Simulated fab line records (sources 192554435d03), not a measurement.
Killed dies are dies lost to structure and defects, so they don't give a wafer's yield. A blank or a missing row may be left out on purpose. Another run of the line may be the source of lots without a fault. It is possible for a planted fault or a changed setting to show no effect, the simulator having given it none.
Split-lot study || flow n5_finfet || on a route of 1938 steps: 7 lots, 39 wafers read

== ON THE SPLIT ==
At N5_HKMG_FIN_EXPOSE_09 (exposes mask NWFM, target cd 98 nm), the setting dose_mj was moved away from the recipe's 39.25 on 9 of the 39 wafers read, by -5.4% to +7.3%. This setting was run at the recipe's value on the other wafers.

== FROM THE SPLIT TO THE READING: what the file shows between them, 2 steps ==
- N5_HKMG_FIN_PEB_10: peb time 60 s
- N5_HKMG_FIN_DEVELOP_11: develop time 30 s

== THE READING ==
cd_nm at N5_HKMG_FIN_CD_MEAS_12, given in nm (cd target 92.8 nm). Typical for fault-free wafers on this fab line: 93.5 nm, with standard deviation 0.65 nm.

{"wafer": "L075.1", "tool, chamber at the split": "arfi_scanner-02, 0", "dose_mj as run": 39.25, "against the recipe": "recipe", "cd_nm, nm": 94.3, "against lot-mates on the recipe": "-"}
{"wafer": "L075.2", "tool, chamber at the split": "arfi_scanner-02, 0", "dose_mj as run": 39.25, "against the recipe": "recipe", "cd_nm, nm": 93.9, "against lot-mates on the recipe": "-"}
{"wafer": "L075.3", "tool, chamber at the split": "arfi_scanner-02, 0", "dose_mj as run": 39.25, "against the recipe": "recipe", "cd_nm, nm": 93.7, "against lot-mates on the recipe": "-"}
{"wafer": "L075.4", "tool, chamber at the split": "arfi_scanner-02, 0", "dose_mj as run": 39.25, "against the recipe": "recipe", "cd_nm, nm": 93.5, "against lot-mates on the recipe": "-"}
{"wafer": "L075.5", "tool, chamber at the split": "arfi_scanner-02, 0", "dose_mj as run": 39.25, "against the recipe": "recipe", "cd_nm, nm": 93.1, "against lot-mates on the recipe": "-"}
{"wafer": "L075.6", "tool, chamber at the split": "arfi_scanner-02, 0", "dose_mj as run": 39.25, "against the recipe": "recipe", "cd_nm, nm": 93.4, "against lot-mates on the recipe": "-"}
{"wafer": "L076.1", "tool, chamber at the split": "arfi_scanner-01, 0", "dose_mj as run": 41.97, "against the recipe": "+6.9%", "cd_nm, nm": 97.7, "against lot-mates on the recipe": "+4.5"}
{"wafer": "L076.2", "tool, chamber at the split": "arfi_scanner-01, 0", "dose_mj as run": 41.97, "against the recipe": "+6.9%", "cd_nm, nm": 97.5, "against lot-mates on the recipe": "+4.3"}
{"wafer": "L076.3", "tool, chamber at the split": "arfi_scanner-01, 0", "dose_mj as run": 39.25, "against the recipe": "recipe", "cd_nm, nm": 93.3, "against lot-mates on the recipe": "-"}
{"wafer": "L076.4", "tool, chamber at the split": "arfi_scanner-01, 0", "dose_mj as run": 39.25, "against the recipe": "recipe", "cd_nm, nm": 93.3, "against lot-mates on the recipe": "-"}
{"wafer": "L076.5", "tool, chamber at the split": "arfi_scanner-01, 0", "dose_mj as run": 41.97, "against the recipe": "+6.9%", "cd_nm, nm": 97.5, "against lot-mates on the recipe": "+4.3"}
{"wafer": "L076.6", "tool, chamber at the split": "arfi_scanner-01, 0", "dose_mj as run": 39.25, "against the recipe": "recipe", "cd_nm, nm": 93.1, "against lot-mates on the recipe": "-"}
{"wafer": "L078.1", "tool, chamber at the split": "arfi_scanner-03, 0", "dose_mj as run": 37.12, "against the recipe": "-5.4%", "cd_nm, nm": 90.6, "against lot-mates on the recipe": -3.0}
{"wafer": "L078.2", "tool, chamber at the split": "arfi_scanner-03, 0", "dose_mj as run": 39.25, "against the recipe": "recipe", "cd_nm, nm": 93.9, "against lot-mates on the recipe": "-"}
{"wafer": "L078.3", "tool, chamber at the split": "arfi_scanner-03, 0", "dose_mj as run": 37.12, "against the recipe": "-5.4%", "cd_nm, nm": 90.3, "against lot-mates on the recipe": -3.3}
{"wafer": "L078.4", "tool, chamber at the split": "arfi_scanner-03, 0", "dose_mj as run": 39.25, "against the recipe": "recipe", "cd_nm, nm": 94.0, "against lot-mates on the recipe": "-"}
{"wafer": "L078.5", "tool, chamber at the split": "arfi_scanner-03, 0", "dose_mj as run": 37.12, "against the recipe": "-5.4%", "cd_nm, nm": 89.3, "against lot-mates on the recipe": -4.3}
{"wafer": "L078.6", "tool, chamber at the split": "arfi_scanner-03, 0", "dose_mj as run": 39.25, "against the recipe": "recipe", "cd_nm, nm": 92.8, "against lot-mates on the recipe": "-"}
{"wafer": "L079.1", "tool, chamber at the split": "arfi_scanner-03, 0", "dose_mj as run": 39.25, "against the recipe": "recipe", "cd_nm, nm": 93.3, "against lot-mates on the recipe": "-"}
{"wafer": "L079.2", "tool, chamber at the split": "arfi_scanner-03, 0", "dose_mj as run": 39.25, "against the recipe": "recipe", "cd_nm, nm": 94.7, "against lot-mates on the recipe": "-"}
{"wafer": "L079.3", "tool, chamber at the split": "arfi_scanner-03, 0", "dose_mj as run": 39.25, "against the recipe": "recipe", "cd_nm, nm": 93.9, "against lot-mates on the recipe": "-"}
{"wafer": "L079.4", "tool, chamber at the split": "arfi_scanner-03, 0", "dose_mj as run": 39.25, "against the recipe": "recipe", "cd_nm, nm": 93.6, "against lot-mates on the recipe": "-"}
{"wafer": "L079.5", "tool, chamber at the split": "arfi_scanner-03, 0", "dose_mj as run": 39.25, "against the recipe": "recipe", "cd_nm, nm": 93.3, "against lot-mates on the recipe": "-"}
{"wafer": "L079.6", "tool, chamber at the split": "arfi_scanner-03, 0", "dose_mj as run": 39.25, "against the recipe": "recipe", "cd_nm, nm": 94.6, "against lot-mates on the recipe": "-"}
{"wafer": "L090.4", "tool, chamber at the split": "arfi_scanner-01, 0", "dose_mj as run": 39.25, "against the recipe": "recipe", "cd_nm, nm": 94.4, "against lot-mates on the recipe": "-"}
{"wafer": "L090.5", "tool, chamber at the split": "arfi_scanner-01, 0", "dose_mj as run": 39.25, "against the recipe": "recipe", "cd_nm, nm": 94.0, "against lot-mates on the recipe": "-"}
{"wafer": "L090.6", "tool, chamber at the split": "arfi_scanner-01, 0", "dose_mj as run": 39.25, "against the recipe": "recipe", "cd_nm, nm": 93.8, "against lot-mates on the recipe": "-"}
{"wafer": "L096.1", "tool, chamber at the split": "arfi_scanner-01, 0", "dose_mj as run": 39.25, "against the recipe": "recipe", "cd_nm, nm": 94.2, "against lot-mates on the recipe": "-"}
{"wafer": "L096.2", "tool, chamber at the split": "arfi_scanner-01, 0", "dose_mj as run": 39.25, "against the recipe": "recipe", "cd_nm, nm": 93.0, "against lot-mates on the recipe": "-"}
{"wafer": "L096.3", "tool, chamber at the split": "arfi_scanner-01, 0", "dose_mj as run": 39.25, "against the recipe": "recipe", "cd_nm, nm": 93.4, "against lot-mates on the recipe": "-"}
{"wafer": "L096.4", "tool, chamber at the split": "arfi_scanner-01, 0", "dose_mj as run": 42.11, "against the recipe": "+7.3%", "cd_nm, nm": 97.3, "against lot-mates on the recipe": "+3.8"}
{"wafer": "L096.5", "tool, chamber at the split": "arfi_scanner-01, 0", "dose_mj as run": 42.11, "against the recipe": "+7.3%", "cd_nm, nm": 98.3, "against lot-mates on the recipe": "+4.8"}
{"wafer": "L096.6", "tool, chamber at the split": "arfi_scanner-01, 0", "dose_mj as run": 42.11, "against the recipe": "+7.3%", "cd_nm, nm": 98.2, "against lot-mates on the recipe": "+4.7"}
{"wafer": "L097.1", "tool, chamber at the split": "arfi_scanner-03, 0", "dose_mj as run": 39.25, "against the recipe": "recipe", "cd_nm, nm": 93.0, "against lot-mates on the recipe": "-"}
{"wafer": "L097.2", "tool, chamber at the split": "arfi_scanner-03, 0", "dose_mj as run": 39.25, "against the recipe": "recipe", "cd_nm, nm": 93.5, "against lot-mates on the recipe": "-"}
{"wafer": "L097.3", "tool, chamber at the split": "arfi_scanner-03, 0", "dose_mj as run": 39.25, "against the recipe": "recipe", "cd_nm, nm": 93.5, "against lot-mates on the recipe": "-"}
{"wafer": "L097.4", "tool, chamber at the split": "arfi_scanner-03, 0", "dose_mj as run": 39.25, "against the recipe": "recipe", "cd_nm, nm": 93.5, "against lot-mates on the recipe": "-"}
{"wafer": "L097.5", "tool, chamber at the split": "arfi_scanner-03, 0", "dose_mj as run": 39.25, "against the recipe": "recipe", "cd_nm, nm": 93.1, "against lot-mates on the recipe": "-"}
{"wafer": "L097.6", "tool, chamber at the split": "arfi_scanner-03, 0", "dose_mj as run": 39.25, "against the recipe": "recipe", "cd_nm, nm": 93.7, "against lot-mates on the recipe": "-"}

FIT RESULTS
A straight line over all 39 wafers: cd_nm changes by +0.6 nm for each +1% of dose_mj; r = +0.97; the points scatter about the line by 0.49 nm.
The same after taking each lot's own level away (the mean of its wafers on the recipe; 39 wafers): +0.622 nm for each +1%; r = +0.98; scatter 0.42 nm.
According to that fit, moving dose_mj by its largest amount changes the reading by 4.5 nm.
The span of the lots' own levels, 93.23 to 94.07 nm, comes to 1.3 times the standard deviation stated above.
Hence the lot-to-lot level has little effect on the slope; both slopes agree.
Check: for one of the wafers moved furthest among these (+7.3%), held out of the fit, the line's prediction against its lot-mates is +4.64 nm. It came out at +3.77 nm against them.

== FURTHER SPLITS ON THESE WAFERS ==
Note: prior to the reading, these wafers also went through further splits. Each is held against what the fit with the lots' levels taken away leaves over:
{"other split on the same wafers": "N5_DUMMY_GATE_ETCH_32 time_s", "wafers away from the commonest value": 12, "r with cd_nm (lot level and that fit taken away)": "+0.21"}
{"other split on the same wafers": "N5_SPACER0_ALD_08 target_thk_a", "wafers away from the commonest value": 18, "r with cd_nm (lot level and that fit taken away)": "+0.09"}

== THE WHOLE CHAIN: every reading that the file lists as answering this split, in the file's order ==
{"step": "N5_HKMG_FIN_CD_MEAS_12", "what it does": "target cd 92.8 nm", "reading": "cd_nm", "change (the file's fit)": "+0.622 nm for each +1% of the setting", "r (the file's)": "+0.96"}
{"step": "N5_HKMG_FIN_DESCUM_17", "what it does": "chemistry O2, time 7.9 s", "reading": "HKMG_FIN.cd_nm (the simulator's own value, which no gauge read)", "change (the file's fit)": "+0.651 nm for each +1% of the setting", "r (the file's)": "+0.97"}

== FILE'S OWN FIT ==
cd_nm changes by +0.622 nm for each +1% of dose_mj, r = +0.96.
